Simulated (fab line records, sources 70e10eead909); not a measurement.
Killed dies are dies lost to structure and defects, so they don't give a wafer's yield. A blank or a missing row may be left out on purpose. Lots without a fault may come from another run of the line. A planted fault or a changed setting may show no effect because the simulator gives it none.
Chamber matching | flow nand_harc | NHARC_P_CONTACT_ALD_22 on ald_metal-04: 4 sister chambers
The step deposits TiN, target thk 3 nm, pulse time 1 s, ald cycles 150. 8 wafers are shown with their chamber, then 7 later ones without.

WAFERS WITH THEIR CHAMBER
wafer  | chamber | heater_power_w (W) | precursor_pulse_height_rel
L584.4 | 2       | 1231               | 1.027
L585.2 | 2       | 1237               | 1.020
L585.4 | 3       | 1047               | 0.975
L587.3 | 0       | 1034               | 0.973
L587.4 | 1       | 1058               | 1.020
L587.5 | 1       | 1026               | 0.979
L589.1 | 3       | 1059               | 1.014
L589.3 | 0       | 1039               | 0.970

WAFERS WITHOUT THEIR CHAMBER
wafer  | heater_power_w (W) | precursor_pulse_height_rel
L589.5 | 1042               | 0.970
L596.1 | 1046               | 1.028
L596.3 | 1076               | 0.983
L596.5 | 1062               | 0.998
L600.1 | 1052               | 1.014
L600.2 | 1057               | 0.977
L600.5 | 1029               | 0.983

WHICH CHAMBER EACH WENT THROUGH
wafer  | from the rows above          | in truth
L589.5 | can't be placed: 0 or 1 or 3 | 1
L596.1 | can't be placed: 1 or 3 or 0 | 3
L596.3 | can't be placed: 3 or 1 or 0 | 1
L596.5 | can't be placed: 3 or 1 or 0 | 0
L600.1 | can't be placed: 3 or 1 or 0 | 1
L600.2 | can't be placed: 3 or 1 or 0 | 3
L600.5 | can't be placed: 0 or 1 or 3 | 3
Placed correctly: 0 of 7. Can't be placed from these rows: 7 (the true chamber is among the candidates in 7). Placed wrongly: 0.
How it was worked out, from the rows above alone: a wafer's distance from a chamber is the root of the sum, over the readings, of the square of ((its reading less the chamber's mean) divided by the reading's scatter). The wafer belongs to the nearest chamber; if the next one is less than 2 further off, it can't be placed. A chamber's mean is the mean of its shown wafers. The scatter: the root of (the sum of the squares of (reading less its chamber's mean) over the shown wafers, divided by (wafers less chambers)).
